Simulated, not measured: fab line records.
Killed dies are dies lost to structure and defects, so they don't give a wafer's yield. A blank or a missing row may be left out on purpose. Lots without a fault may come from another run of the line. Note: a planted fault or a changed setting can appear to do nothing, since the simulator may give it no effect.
fab line records	flow n5-finfet
record: lots: 5	wafers: 15	last-day: 16
route steps=1938 shown BEOL_M2@907 BEOL_M3@931
lots untouched by any fault: they come from a run of this same line in which no faults occurred
start-h: start of the lot's first displayed wafer, in hours after the record's first day	wait-h: how many hours have passed since the lot's step before this one	" as in the row above	L1.1+2: one row covering several wafers at once	- no value, or no start was given	* or withheld: withheld	< > ~ a bound
route shown NAME@n: NAME is a module with steps in the file, n the number in the route of the first one	usual: average and standard deviation across the fault-free wafers	same: alike in all rows	chamber/n: place in a boat	sites: readings site by site	_std_site: standard deviation across them	_edge_site: outer sites' mean less inner sites'	radius-mm: for every site, how far away it sits from the centre of the wafer	mask NAME#n: copy n	behind: tool/chamber where the wafer was last shaped	hold: cause of the lot's hold/its duration in hours/its outcome	device: which transistor (n, p or np) failed to switch	end of line: the route-end tests of the same wafers	for a step that has no rows: nothing shown but its recipe	killed: dies lost to structure and defects at the first sort, not the wafer's yield	map: shows each die of a wafer: x if killed, . if not, _ if none is there
set.NAME: setting as actually run; set.NAME@STEP: the setting as run at that earlier step	model.NAME: the simulator's own value behind a step, which no gauge read
lots at selected steps of the route; one table per step, one row per wafer
services: when a tool's chamber went out of use (start-h, in hours from the record's first day, below 0 if earlier), for how many hours, and the reason
== steps ==
step: N5_BEOL_M2_ANNEAL_80
recipe: temp-c: 400	time-s: 240	ambient: vacuum
usual: heater-power-w: 802/95
lot.wafer	tool	chamber	start-h	wait-h	heater-power-w
L074.1	pvd-sputter-02	-	137.44	0.0	766
L074.2	"	-	"	"	589
L074.6	"	-	"	"	810
L083.1	pvd-sputter-01	-	188.89	0.0	817
L083.4	"	-	"	"	794
L083.5	"	-	"	"	993
L086.1	pvd-sputter-01	-	217.93	0.0	761
L086.2	"	-	"	"	982
L086.3	"	-	"	"	792
L091.2	pvd-sputter-02	-	237.82	0.0	784
L091.4	"	-	"	"	607
L091.5	"	-	"	"	772
L094.2	pvd-sputter-03	-	255.45	0.0	732
L094.3	"	-	"	"	855
L094.4	"	-	"	"	869
step: N5_BEOL_M2_SPUTTER_81
recipe: material: Cu	target-thk-a: 45	temp-c: -20	chamber-pressure-pa: 0.07	power-w: withheld	time-s: 8.29
usual: throttle-valve-pct: 29.8/1.3
lot.wafer	tool	chamber	start-h	wait-h	throttle-valve-pct
L074.1	pvd-sputter-02	-	137.58	0.1	31.0
L074.2	"	-	"	"	30.6
L074.6	"	-	"	"	29.2
L083.1	pvd-sputter-01	-	189.03	0.1	27.5
L083.4	"	-	"	"	26.5
L083.5	"	-	"	"	29.6
L086.1	pvd-sputter-01	-	218.07	0.1	26.8
L086.2	"	-	"	"	29.9
L086.3	"	-	"	"	27.7
L091.2	pvd-sputter-02	-	237.96	0.1	30.9
L091.4	"	-	"	"	30.6
L091.5	"	-	"	"	30.9
L094.2	pvd-sputter-03	-	255.59	0.1	30.6
L094.3	"	-	"	"	31.0
L094.4	"	-	"	"	29.4
step: N5_BEOL_M2_ANNEAL_82
recipe: temp-c: 400	time-s: 240	ambient: vacuum
usual: heater-power-w: 801/97
lot.wafer	tool	chamber	start-h	wait-h	heater-power-w
L074.1	pvd-sputter-02	-	137.66	0.0	766
L074.2	"	-	"	"	604
L074.6	"	-	"	"	796
L083.1	pvd-sputter-01	-	189.11	0.0	829
L083.4	"	-	"	"	782
L083.5	"	-	"	"	1003
L086.1	pvd-sputter-01	-	218.15	0.0	792
L086.2	"	-	"	"	994
L086.3	"	-	"	"	809
L091.2	pvd-sputter-02	-	238.04	0.0	759
L091.4	"	-	"	"	583
L091.5	"	-	"	"	758
L094.2	pvd-sputter-03	-	255.67	0.0	725
L094.3	"	-	"	"	877
L094.4	"	-	"	"	840
step: N5_BEOL_M2_SPUTTER_86
recipe: material: Cu	target-thk-a: 45	temp-c: -20	chamber-pressure-pa: 0.07	power-w: withheld	time-s: 8.29
usual: throttle-valve-pct: 29.8/1.3
lot.wafer	tool	chamber	start-h	wait-h	throttle-valve-pct
L074.1	pvd-sputter-02	-	137.80	0.1	31.1
L074.2	"	-	"	"	30.7
L074.6	"	-	"	"	29.3
L083.1	pvd-sputter-01	-	189.25	0.1	27.6
L083.4	"	-	"	"	26.7
L083.5	"	-	"	"	30.0
L086.1	pvd-sputter-01	-	218.29	0.1	26.6
L086.2	"	-	"	"	29.6
L086.3	"	-	"	"	27.7
L091.2	pvd-sputter-02	-	238.18	0.1	30.8
L091.4	"	-	"	"	30.6
L091.5	"	-	"	"	30.7
L094.2	pvd-sputter-03	-	255.81	0.1	30.4
L094.3	"	-	"	"	30.9
L094.4	"	-	"	"	29.3
step: N5_BEOL_M2_ANNEAL_87
recipe: temp-c: 400	time-s: 240	ambient: vacuum
usual: heater-power-w: 800/95
lot.wafer	tool	chamber	start-h	wait-h	heater-power-w
L074.1	pvd-sputter-02	-	137.88	0.0	780
L074.2	"	-	"	"	600
L074.6	"	-	"	"	771
L083.1	pvd-sputter-01	-	189.33	0.0	791
L083.4	"	-	"	"	775
L083.5	"	-	"	"	990
L086.1	pvd-sputter-01	-	218.37	0.0	778
L086.2	"	-	"	"	1001
L086.3	"	-	"	"	820
L091.2	pvd-sputter-02	-	238.26	0.0	792
L091.4	"	-	"	"	586
L091.5	"	-	"	"	783
L094.2	pvd-sputter-03	-	255.89	0.0	740
L094.3	"	-	"	"	861
L094.4	"	-	"	"	841
step: N5_BEOL_M2_SPUTTER_88
recipe: material: Cu	target-thk-a: 45	temp-c: -20	chamber-pressure-pa: 0.07	power-w: withheld	time-s: 8.29
usual: throttle-valve-pct: 29.8/1.3
lot.wafer	tool	chamber	start-h	wait-h	throttle-valve-pct
L074.1	pvd-sputter-02	-	138.02	0.1	31.0
L074.2	"	-	"	"	30.7
L074.6	"	-	"	"	29.5
L083.1	pvd-sputter-01	-	189.47	0.1	27.6
L083.4	"	-	"	"	26.6
L083.5	"	-	"	"	29.7
L086.1	pvd-sputter-01	-	218.51	0.1	26.6
L086.2	"	-	"	"	29.7
L086.3	"	-	"	"	27.6
L091.2	pvd-sputter-02	-	238.40	0.1	30.9
L091.4	"	-	"	"	30.5
L091.5	"	-	"	"	30.8
L094.2	pvd-sputter-03	-	256.03	0.1	30.7
L094.3	"	-	"	"	31.1
L094.4	"	-	"	"	29.1
step: N5_BEOL_M2_ANNEAL_89
recipe: temp-c: 400	time-s: 240	ambient: vacuum
usual: heater-power-w: 801/95
lot.wafer	tool	chamber	start-h	wait-h	heater-power-w
L074.1	pvd-sputter-02	-	138.10	0.0	776
L074.2	"	-	"	"	608
L074.6	"	-	"	"	790
L083.1	pvd-sputter-01	-	189.55	0.0	809
L083.4	"	-	"	"	795
L083.5	"	-	"	"	996
L086.1	pvd-sputter-01	-	218.59	0.0	779
L086.2	"	-	"	"	983
L086.3	"	-	"	"	799
L091.2	pvd-sputter-02	-	238.48	0.0	768
L091.4	"	-	"	"	596
L091.5	"	-	"	"	775
L094.2	pvd-sputter-03	-	256.11	0.0	731
L094.3	"	-	"	"	852
L094.4	"	-	"	"	858
step: N5_BEOL_M2_SPUTTER_90
recipe: material: Cu	target-thk-a: 45	temp-c: -20	chamber-pressure-pa: 0.07	power-w: withheld	time-s: 8.29
usual: throttle-valve-pct: 29.8/1.3
lot.wafer	tool	chamber	start-h	wait-h	throttle-valve-pct
L074.1	pvd-sputter-02	-	138.24	0.1	31.1
L074.2	"	-	"	"	30.6
L074.6	"	-	"	"	29.7
L083.1	pvd-sputter-01	-	189.69	0.1	27.5
L083.4	"	-	"	"	26.7
L083.5	"	-	"	"	30.0
L086.1	pvd-sputter-01	-	218.73	0.1	26.9
L086.2	"	-	"	"	29.5
L086.3	"	-	"	"	27.5
L091.2	pvd-sputter-02	-	238.62	0.1	30.8
L091.4	"	-	"	"	30.7
L091.5	"	-	"	"	30.9
L094.2	pvd-sputter-03	-	256.25	0.1	30.6
L094.3	"	-	"	"	31.2
L094.4	"	-	"	"	28.9
step: N5_BEOL_M2_ANNEAL_91
recipe: temp-c: 400	time-s: 240	ambient: vacuum
usual: heater-power-w: 803/95
lot.wafer	tool	chamber	start-h	wait-h	heater-power-w
L074.1	pvd-sputter-02	-	138.32	0.0	770
L074.2	"	-	"	"	600
L074.6	"	-	"	"	810
L083.1	pvd-sputter-01	-	189.77	0.0	812
L083.4	"	-	"	"	770
L083.5	"	-	"	"	985
L086.1	pvd-sputter-01	-	218.81	0.0	773
L086.2	"	-	"	"	960
L086.3	"	-	"	"	820
L091.2	pvd-sputter-02	-	238.70	0.0	771
L091.4	"	-	"	"	602
L091.5	"	-	"	"	758
L094.2	pvd-sputter-03	-	256.33	0.0	746
L094.3	"	-	"	"	855
L094.4	"	-	"	"	850
step: N5_BEOL_M2_SPUTTER_92
recipe: material: Cu	target-thk-a: 45	temp-c: -20	chamber-pressure-pa: 0.07	power-w: withheld	time-s: 8.29
usual: throttle-valve-pct: 29.8/1.3
lot.wafer	tool	chamber	start-h	wait-h	throttle-valve-pct
L074.1	pvd-sputter-02	-	138.46	0.1	30.7
L074.2	"	-	"	"	30.5
L074.6	"	-	"	"	29.4
L083.1	pvd-sputter-01	-	189.91	0.1	27.8
L083.4	"	-	"	"	26.6
L083.5	"	-	"	"	29.7
L086.1	pvd-sputter-01	-	218.95	0.1	26.8
L086.2	"	-	"	"	29.8
L086.3	"	-	"	"	27.4
L091.2	pvd-sputter-02	-	238.84	0.1	30.8
L091.4	"	-	"	"	30.7
L091.5	"	-	"	"	30.8
L094.2	pvd-sputter-03	-	256.47	0.1	30.8
L094.3	"	-	"	"	31.1
L094.4	"	-	"	"	29.0
step: N5_BEOL_M2_ANNEAL_93
recipe: temp-c: 400	time-s: 240	ambient: vacuum
usual: heater-power-w: 803/95
lot.wafer	tool	chamber	start-h	wait-h	heater-power-w
L074.1	pvd-sputter-02	-	138.54	0.0	763
L074.2	"	-	"	"	615
L074.6	"	-	"	"	787
L083.1	pvd-sputter-01	-	189.99	0.0	809
L083.4	"	-	"	"	761
L083.5	"	-	"	"	1002
L086.1	pvd-sputter-01	-	219.03	0.0	769
L086.2	"	-	"	"	982
L086.3	"	-	"	"	816
L091.2	pvd-sputter-02	-	238.92	0.0	791
L091.4	"	-	"	"	602
L091.5	"	-	"	"	792
L094.2	pvd-sputter-03	-	256.55	0.0	724
L094.3	"	-	"	"	832
L094.4	"	-	"	"	854
step: N5_BEOL_M2_SPUTTER_94
recipe: material: Cu	target-thk-a: 45	temp-c: -20	chamber-pressure-pa: 0.07	power-w: withheld	time-s: 8.29
usual: throttle-valve-pct: 29.8/1.3
lot.wafer	tool	chamber	start-h	wait-h	throttle-valve-pct
L074.1	pvd-sputter-02	-	138.68	0.1	30.5
L074.2	"	-	"	"	30.6
L074.6	"	-	"	"	29.6
L083.1	pvd-sputter-01	-	190.13	0.1	27.6
L083.4	"	-	"	"	26.8
L083.5	"	-	"	"	29.7
L086.1	pvd-sputter-01	-	219.17	0.1	26.4
L086.2	"	-	"	"	29.6
L086.3	"	-	"	"	27.5
L091.2	pvd-sputter-02	-	239.06	0.1	30.8
L091.4	"	-	"	"	30.6
L091.5	"	-	"	"	30.7
L094.2	pvd-sputter-03	-	256.69	0.1	30.5
L094.3	"	-	"	"	31.2
L094.4	"	-	"	"	29.1
step: N5_BEOL_M2_ANNEAL_95
recipe: temp-c: 400	time-s: 240	ambient: vacuum
usual: heater-power-w: 804/96
lot.wafer	tool	chamber	start-h	wait-h	heater-power-w
L074.1	pvd-sputter-02	-	138.76	0.0	770
L074.2	"	-	"	"	585
L074.6	"	-	"	"	783
L083.1	pvd-sputter-01	-	190.21	0.0	803
L083.4	"	-	"	"	755
L083.5	"	-	"	"	1003
L086.1	pvd-sputter-01	-	219.25	0.0	777
L086.2	"	-	"	"	976
L086.3	"	-	"	"	840
L091.2	pvd-sputter-02	-	239.14	0.0	782
L091.4	"	-	"	"	598
L091.5	"	-	"	"	765
L094.2	pvd-sputter-03	-	256.77	0.0	735
L094.3	"	-	"	"	834
L094.4	"	-	"	"	847
step: N5_BEOL_M2_SPUTTER_96
recipe: material: Cu	target-thk-a: 45	temp-c: -20	chamber-pressure-pa: 0.07	power-w: withheld	time-s: 8.29
usual: throttle-valve-pct: 29.8/1.3
lot.wafer	tool	chamber	start-h	wait-h	throttle-valve-pct
L074.1	pvd-sputter-02	-	138.90	0.1	31.1
L074.2	"	-	"	"	30.6
L074.6	"	-	"	"	29.5
L083.1	pvd-sputter-01	-	190.35	0.1	27.8
L083.4	"	-	"	"	26.8
L083.5	"	-	"	"	29.9
L086.1	pvd-sputter-01	-	219.39	0.1	27.0
L086.2	"	-	"	"	29.8
L086.3	"	-	"	"	27.7
L091.2	pvd-sputter-02	-	239.28	0.1	31.1
L091.4	"	-	"	"	30.7
L091.5	"	-	"	"	30.8
L094.2	pvd-sputter-03	-	256.91	0.1	30.3
L094.3	"	-	"	"	31.1
L094.4	"	-	"	"	29.1
step: N5_BEOL_M2_ECD_50
recipe: material: Cu	target-thk-a: 3000
lot.wafer	tool	chamber	start-h	wait-h
L074.1+2+6	ecd-cu-02	1,0,0	139.02	0.1
L083.1+4+5	ecd-cu-01	1,0,0	190.47	0.1
L086.1+2+3	ecd-cu-02	1,0,0	219.51	0.1
L091.2+4+5	ecd-cu-02	1,0,1	239.40	0.1
L094.2+3+4	ecd-cu-01	1,0,1	257.02	0.1
step: N5_BEOL_M2_ANNEAL_51
recipe: temp-c: 225	time-s: 90	ambient: N2
usual: wafer_temp_C_max: 225.76/0.23
lot.wafer	tool	chamber	start-h	wait-h	wafer_temp_C_max
L074.1	rtp-anneal-02	0	139.10	0.1	225.81
L074.2	"	0	"	"	226.17
L074.6	"	0	"	"	225.81
L083.1	rtp-anneal-02	0	190.55	0.1	226.06
L083.4	"	0	"	"	225.59
L083.5	"	0	"	"	225.66
L086.1	rtp-anneal-01	0	219.59	0.1	225.91
L086.2	"	0	"	"	225.86
L086.3	"	0	"	"	225.68
L091.2	rtp-anneal-01	0	239.88	0.5	225.71
L091.4	"	0	"	"	225.54
L091.5	"	0	"	"	225.51
L094.2	rtp-anneal-02	0	257.15	0.1	225.63
L094.3	"	0	"	"	225.79
L094.4	"	0	"	"	225.93
step: N5_BEOL_M2_CMP_52
recipe: stop-on: SiOC	t-overpolish-s: 6.8	down-force-psi: 1	platen-rpm: 50	clearing-platen-down-force-psi: 1.5	clearing-platen-rpm: 50	post-cmp-clean: cu-alkaline	target-thk-nm: 40	clearing-platen-pad-velocity-m-s: 0.99484	pad-velocity-m-s: 0.99484
usual: barrier-field-endpoint-s: 24.8/0.55	clearing-platen-down-force-psi: 1.5000/0.0028	motor-current-A: 6.2/0.69	overpolish-run-s: 6.801/0.0084	pad-life-wafers: 1147/580	slurry-filter-dp-kPa: 13.48/0.13	time-to-endpoint-s: 63.8/2.8
lot.wafer	tool	chamber	start-h	wait-h	barrier-field-endpoint-s	clearing-platen-down-force-psi	motor-current-A	overpolish-run-s	pad-life-wafers	slurry-filter-dp-kPa	time-to-endpoint-s
L074.2	cmp-02	1	139.39	0.2	23.8	1.4977	6.0	6.809	24	13.35	58.0
L074.1	"	0	"	"	24.6	1.4974	6.1	6.787	27	13.49	63.7
L074.6	"	2	"	"	24.9	1.4970	5.4	6.781	-	13.52	61.4
L083.1	cmp-01	2	190.92	0.3	24.6	1.5038	6.7	6.788	1790	13.50	63.3
L083.4	"	3	"	"	25.1	1.4994	5.7	6.801	1791	13.59	64.2
L083.5	"	0	"	"	24.3	1.5028	6.6	6.798	-	13.29	64.1
L086.1	cmp-02	3	219.88	0.3	24.3	1.5037	6.6	6.809	744	13.53	65.1
L086.3	"	1	"	"	24.2	1.5055	6.0	6.784	746	13.56	65.2
L086.2	"	2	"	"	24.6	1.5048	5.6	6.798	747	13.22	66.1
L091.4	cmp-04	1	240.19	0.2	24.8	1.5036	5.9	6.803	1584	13.55	61.9
L091.2	"	0	"	"	24.3	1.5028	5.2	6.812	1587	13.58	60.6
L091.5	"	1	"	"	24.8	1.4972	5.9	6.792	-	13.36	58.7
L094.3	cmp-04	0	257.40	0.2	25.4	1.4999	5.3	6.804	1710	13.34	66.8
L094.2	"	1	"	"	25.1	1.5018	5.9	6.792	1711	13.40	67.3
L094.4	"	3	"	"	25.9	1.4986	6.4	6.800	1713	13.37	68.4
step: N5_BEOL_M2_THK_MEAS_53
recipe: thk-meas-gauge: xrf	reads: Cu_of_BEOL_M2_ECD_50
usual: M2_THK: 39.8/1.1
lot.wafer	tool	chamber	start-h	wait-h	M2_THK[nm]
L074.1	film-metro-02	-	139.69	-	38.7
L074.2	"	-	"	"	38.0
L074.6	"	-	"	"	38.3
L083.1	film-metro-01	-	191.14	-	40.6
L083.4	"	-	"	"	41.1
L083.5	"	-	"	"	40.4
L086.1	film-metro-02	-	220.18	-	40.7
L086.2	"	-	"	"	42.7
L086.3	"	-	"	"	41.4
L091.2	film-metro-02	-	240.48	-	36.5
L091.4	"	-	"	"	37.7
L091.5	"	-	"	"	39.4
L094.2	film-metro-01	-	257.69	-	40.6
L094.3	"	-	"	"	40.7
L094.4	"	-	"	"	40.8
step: N5_BEOL_M2_PRE_CLEAN_60
recipe: gas: NH3/H2	time-s: 15	temp-c: *	rf-power-w: 300
usual: heater-power-outer-w: 26/14	heater-power-w: 100/31
lot.wafer	tool	chamber	start-h	wait-h	heater-power-outer-w	heater-power-w
L074.1	cvd-co-01	2	139.73	0.0	6	57
L074.2	"	1	"	"	22	95
L074.6	"	1	"	"	22	95
L083.1	cvd-co-02	1	191.18	0.0	47	146
L083.4	"	2	"	"	17	77
L083.5	"	1	"	"	48	150
L086.1	cvd-co-02	2	220.26	0.1	17	77
L086.2	"	0	"	"	25	99
L086.3	"	1	"	"	49	151
L091.2	cvd-co-02	2	240.52	0.0	17	79
L091.4	"	1	"	"	48	152
L091.5	"	2	"	"	17	74
L094.2	cvd-co-02	1	257.73	0.0	49	153
L094.3	"	1	"	"	49	153
L094.4	"	0	"	"	24	98
step: N5_BEOL_M2_CO_CAP_55
recipe: material: Co	target-thk-a: 20	temp-c: 200	precursor: CCTBA/H2	pressure-torr: 30	time-s: 102.1
usual: heater-power-outer-w: 130/17	heater-power-w: 255/38
lot.wafer	tool	chamber	start-h	wait-h	heater-power-outer-w	heater-power-w
L074.1	cvd-co-01	2	139.77	0.0	104	201
L074.2	"	1	"	"	126	251
L074.6	"	1	"	"	125	247
L083.1	cvd-co-02	1	191.24	0.0	158	327
L083.4	"	2	"	"	122	226
L083.5	"	1	"	"	155	316
L086.1	cvd-co-02	2	220.30	0.0	118	224
L086.2	"	0	"	"	128	258
L086.3	"	1	"	"	160	314
L091.2	cvd-co-02	2	240.56	0.0	117	219
L091.4	"	1	"	"	161	320
L091.5	"	2	"	"	123	228
L094.2	cvd-co-02	1	257.79	0.0	159	323
L094.3	"	1	"	"	156	318
L094.4	"	0	"	"	128	247
step: N5_BEOL_M2_PRE_CLEAN_56
recipe: gas: NH3	time-s: 15	temp-c: withheld	rf-power-w: 300
lot.wafer	tool	chamber	start-h	wait-h
L074.1+2+6	pecvd-02	2,0,0	139.86	0.1
L083.1+4+5	pecvd-02	0,2,0	191.37	0.1
L086.1+2+3	pecvd-01	1,0,2	220.39	0.1
L091.2+4+5	pecvd-04	2,2,0	240.65	0.1
L094.2+3+4	pecvd-04	2,0,1	257.92	0.1
step: N5_BEOL_M2_DEP_57
recipe: material: SiCN	target-thk-a: 80	temp-c: withheld	precursor: 3MS/NH3	pressure-torr: 3	rf-w: 202	time-s: 14
usual: showerhead-plenum-p-Torr: 3.668/0.015	throttle-valve-pct: 9.2/0.6
lot.wafer	tool	chamber	start-h	wait-h	showerhead-plenum-p-Torr	throttle-valve-pct
L074.1	pecvd-02	2	139.89	0.0	3.675	8.5
L074.2	"	0	"	"	3.681	10.1
L074.6	"	0	"	"	3.679	10.1
L083.1	pecvd-02	0	191.39	0.0	3.682	10.0
L083.4	"	2	"	"	3.683	8.4
L083.5	"	0	"	"	3.686	10.0
L086.1	pecvd-01	1	220.42	0.0	3.663	8.8
L086.2	"	0	"	"	3.688	8.8
L086.3	"	2	"	"	3.631	8.3
L091.2	pecvd-04	2	240.67	0.0	3.650	9.0
L091.4	"	2	"	"	3.653	9.0
L091.5	"	0	"	"	3.689	9.4
L094.2	pecvd-04	2	257.94	0.0	3.649	8.9
L094.3	"	0	"	"	3.691	9.2
L094.4	"	1	"	"	3.678	9.2
step: N5_BEOL_M2_RS_MEAS_58
recipe: thk-meas-gauge: four-point-probe	reads: Co_of_BEOL_M2_CO_CAP_55+Cu_of_BEOL_M2_ECD_50+Co_of_BEOL_M2_CVD_47+TaN_of_BEOL_M2_ALD_84
usual: M2_RS: 0.673/0.023
lot.wafer	tool	chamber	start-h	wait-h	M2_RS[ohm/sq]
L074.1	film-metro-02	-	139.95	0.0	0.691
L074.2	"	-	"	"	0.710
L074.6	"	-	"	"	0.696
L083.1	film-metro-02	-	191.46	0.1	0.666
L083.4	"	-	"	"	0.657
L083.5	"	-	"	"	0.666
L086.1	film-metro-02	-	220.49	0.0	0.667
L086.2	"	-	"	"	0.623
L086.3	"	-	"	"	0.647
L091.2	film-metro-02	-	240.74	0.1	0.743
L091.4	"	-	"	"	0.715
L091.5	"	-	"	"	0.672
L094.2	film-metro-02	-	258.01	0.1	0.664
L094.3	"	-	"	"	0.660
L094.4	"	-	"	"	0.659
step: N5_BEOL_M2_INSPECT_59
recipe: inspect-instrument: darkfield	mode: post-dep
usual: raw-defect-count: 67/24
lot.wafer	tool	chamber	start-h	wait-h	raw-defect-count
L074.1	defect-inspect-02	-	139.98	0.0	39
L074.2	"	-	"	"	72
L074.6	"	-	"	"	68
L083.1	defect-inspect-01	-	191.49	0.0	48
L083.4	"	-	"	"	56
L083.5	"	-	"	"	41
L086.1	defect-inspect-02	-	220.51	0.0	76
L086.2	"	-	"	"	78
L086.3	"	-	"	"	101
L091.2	defect-inspect-01	-	240.77	0.0	22
L091.4	"	-	"	"	42
L091.5	"	-	"	"	53
L094.2	defect-inspect-01	-	258.03	0.0	61
L094.3	"	-	"	"	51
L094.4	"	-	"	"	51
step: N5_BEOL_M3_ILD_DEP_00
recipe: material: SiOC	target-thk-a: 790	temp-c: 350	precursor: DEMS/O2	pressure-torr: 5	rf-w: 500	time-s: 15.3
usual: heater-power-outer-w: 263/48	heater-power-w: 479/65	showerhead-plenum-p-Torr: 5.693/0.015	throttle-valve-pct: 11.7/0.46
lot.wafer	tool	chamber	start-h	wait-h	heater-power-outer-w	heater-power-w	showerhead-plenum-p-Torr	throttle-valve-pct
L074.1	pecvd-01	2	140.02	0.0	323	526	5.673	10.8
L074.2	"	0	"	"	286	479	5.713	11.9
L074.6	"	2	"	"	334	546	5.654	10.9
L083.1	pecvd-04	1	191.52	0.0	359	652	5.701	12.1
L083.4	"	0	"	"	276	533	5.714	12.3
L083.5	"	1	"	"	366	641	5.709	11.9
L086.1	pecvd-03	1	220.55	0.0	236	497	5.691	12.0
L086.2	"	0	"	"	247	440	5.707	11.9
L086.3	"	2	"	"	231	427	5.677	11.4
L091.2	pecvd-03	0	240.80	0.0	277	494	5.699	11.8
L091.4	"	2	"	"	232	428	5.688	11.6
L091.5	"	1	"	"	207	453	5.687	12.0
L094.2	pecvd-03	2	258.07	0.0	231	422	5.683	11.5
L094.3	"	0	"	"	278	471	5.686	11.5
L094.4	"	2	"	"	236	427	5.697	11.6
step: N5_BEOL_M3_THK_MEAS_01
recipe: reads: SiOC_of_BEOL_M3_ILD_DEP_00
usual: M3_ILD_THK: 79.3/0.88
lot.wafer	tool	chamber	start-h	wait-h	M3_ILD_THK[nm]
L074.1	film-metro-01	-	140.08	0.0	79.0
L074.2	"	-	"	"	78.1
L074.6	"	-	"	"	81.0
L083.1	film-metro-02	-	191.59	0.0	78.1
L083.4	"	-	"	"	79.9
L083.5	"	-	"	"	79.1
L086.1	film-metro-02	-	220.62	0.0	78.2
L086.2	"	-	"	"	79.5
L086.3	"	-	"	"	78.2
L091.2	film-metro-01	-	240.87	0.1	79.3
L091.4	"	-	"	"	79.7
L091.5	"	-	"	"	80.1
L094.2	film-metro-01	-	258.14	0.1	78.5
L094.3	"	-	"	"	78.6
L094.4	"	-	"	"	79.2
step: N5_BEOL_M3_PECVD_72
recipe: material: SiO2	target-thk-a: 160	temp-c: 400	precursor: TEOS/O2	pressure-torr: 5.5	rf-w: 450	teos-flow-sccm: 53.8	gas: O2	flow-sccm: 3000	time-s: 18
usual: heater-power-outer-w: 461/69	heater-power-w: 756/100	showerhead-plenum-p-Torr: 8.79/0.07	throttle-valve-pct: 22.4/1.1
lot.wafer	tool	chamber	start-h	wait-h	heater-power-outer-w	heater-power-w	showerhead-plenum-p-Torr	throttle-valve-pct
L074.1	pecvd-03	0	140.12	0.0	435	686	8.83	21.8
L074.2	"	1	"	"	377	692	8.77	22.7
L074.6	"	2	"	"	359	638	8.75	21.3
L083.1	pecvd-01	0	191.63	0.0	482	759	8.86	22.5
L083.4	"	2	"	"	419	681	8.63	20.7
L083.5	"	1	"	"	458	690	8.79	21.6
L086.1	pecvd-04	1	220.65	0.0	506	864	8.85	22.6
L086.2	"	0	"	"	467	771	8.87	23.2
L086.3	"	0	"	"	476	778	8.88	23.1
L091.2	pecvd-01	2	240.91	0.0	441	699	8.63	20.8
L091.4	"	2	"	"	457	693	8.62	20.6
L091.5	"	1	"	"	434	669	8.75	21.5
L094.2	pecvd-04	1	258.17	0.0	504	849	8.82	22.8
L094.3	"	0	"	"	516	821	8.87	23.3
L094.4	"	0	"	"	510	848	8.88	23.4
step: N5_BEOL_M3_HM_DEP_02
recipe: material: TiN	target-thk-a: 200	temp-c: 25	chamber-pressure-pa: 0.49996
usual: throttle-valve-pct: 29.6/1.5
lot.wafer	tool	chamber	start-h	wait-h	throttle-valve-pct
L074.1	pvd-sputter-03	-	140.48	0.3	29.0
L074.2	"	-	"	"	31.1
L074.6	"	-	"	"	29.0
L083.1	pvd-sputter-02	-	191.68	0.0	30.8
L083.4	"	-	"	"	29.3
L083.5	"	-	"	"	30.7
L086.1	pvd-sputter-03	-	222.44	1.8	31.3
L086.2	"	-	"	"	31.2
L086.3	"	-	"	"	30.7
L091.2	pvd-sputter-02	-	242.30	1.4	29.6
L091.4	"	-	"	"	30.9
L091.5	"	-	"	"	29.3
L094.2	pvd-sputter-03	-	260.61	2.4	30.4
L094.3	"	-	"	"	31.1
L094.4	"	-	"	"	31.1
step: N5_BEOL_M3_COAT_61
recipe: resist: SOC	temp-c: 250	time-s: 60	spin-rpm: 1500	resist-thk-nm: 60
lot.wafer	tool	chamber	start-h	wait-h
L074.1+2+6	litho-track-04	0	140.61	0.1
L083.1+4+5	litho-track-03	0	191.81	0.1
L086.1+2+3	litho-track-02	0	222.56	0.1
L091.2+4+5	litho-track-04	0	242.43	0.1
L094.2+3+4	litho-track-02	0	260.75	0.1
step: N5_BEOL_M3_COAT_62
recipe: resist: SiARC	temp-c: 220	time-s: 60	spin-rpm: 1500	resist-thk-nm: 12
lot.wafer	tool	chamber	start-h	wait-h
L074.1+2+6	litho-track-04	0	-	-
L083.1+4+5	litho-track-03	0	-	-
L086.1+2+3	litho-track-02	0	-	-
L091.2+4+5	litho-track-04	0	-	-
L094.2+3+4	litho-track-02	0	-	-
step: N5_BEOL_M3_COAT_73
recipe: resist: underlayer	temp-c: 205	time-s: 60	spin-rpm: 1500	resist-thk-nm: 5
lot.wafer	tool	chamber	start-h	wait-h
L074.1+2+6	litho-track-04	0	-	-
L083.1+4+5	litho-track-03	0	-	-
L086.1+2+3	litho-track-02	0	-	-
L091.2+4+5	litho-track-04	0	-	-
L094.2+3+4	litho-track-02	0	-	-
step: N5_BEOL_M3_COAT_05
recipe: resist: CAR-EUV	spin-rpm: 1500	resist-thk-nm: 30
lot.wafer	tool	chamber	start-h	wait-h
L074.1+2+6	litho-track-04	0	-	-
L083.1+4+5	litho-track-03	0	-	-
L086.1+2+3	litho-track-02	0	-	-
L091.2+4+5	litho-track-04	0	-	-
L094.2+3+4	litho-track-02	0	-	-
step: N5_BEOL_M3_EBR_07
recipe: solvent: PGMEA	ebr-width-mm: 1.5
lot.wafer	tool	chamber	start-h	wait-h
L074.1+2+6	litho-track-04	0	-	-
L083.1+4+5	litho-track-03	0	-	-
L086.1+2+3	litho-track-02	0	-	-
L091.2+4+5	litho-track-04	0	-	-
L094.2+3+4	litho-track-02	0	-	-
== services ==
tool	chamber	start-h	hours	kind
cmp-02	-	132.53	4.0	pm
cmp-04	-	149.07	6.8	pm
ecd-cu-01	-	150.51	2.9	repair
cmp-01	-	160.18	2.3	repair
cmp-04	-	164.22	2.1	repair
cmp-04	-	174.93	1.3	repair
cvd-co-01	2	178.45	2.3	repair
cvd-co-02	0	183.03	9.2	repair
pecvd-03	2	190.05	6.5	repair
cvd-co-02	-	192.72	6.9	pm
pecvd-01	-	195.64	14.6	pm
ecd-cu-01	-	201.30	2.5	repair
cmp-04	-	209.28	0.9	repair
cmp-02	-	227.66	5.5	pm
cmp-01	-	227.77	4.0	pm
pecvd-03	0	231.60	8.4	repair
cvd-co-01	-	234.99	6.0	pm
cvd-co-02	2	248.60	21.1	repair
cvd-co-01	-	249.98	0.8	repair
ecd-cu-01	-	250.82	1.4	repair
cmp-01	-	250.96	2.1	repair
pecvd-02	-	256.77	4.3	pm
ecd-cu-02	-	257.23	3.9	repair
cmp-04	-	260.31	1.5	repair
== key ==
fault none
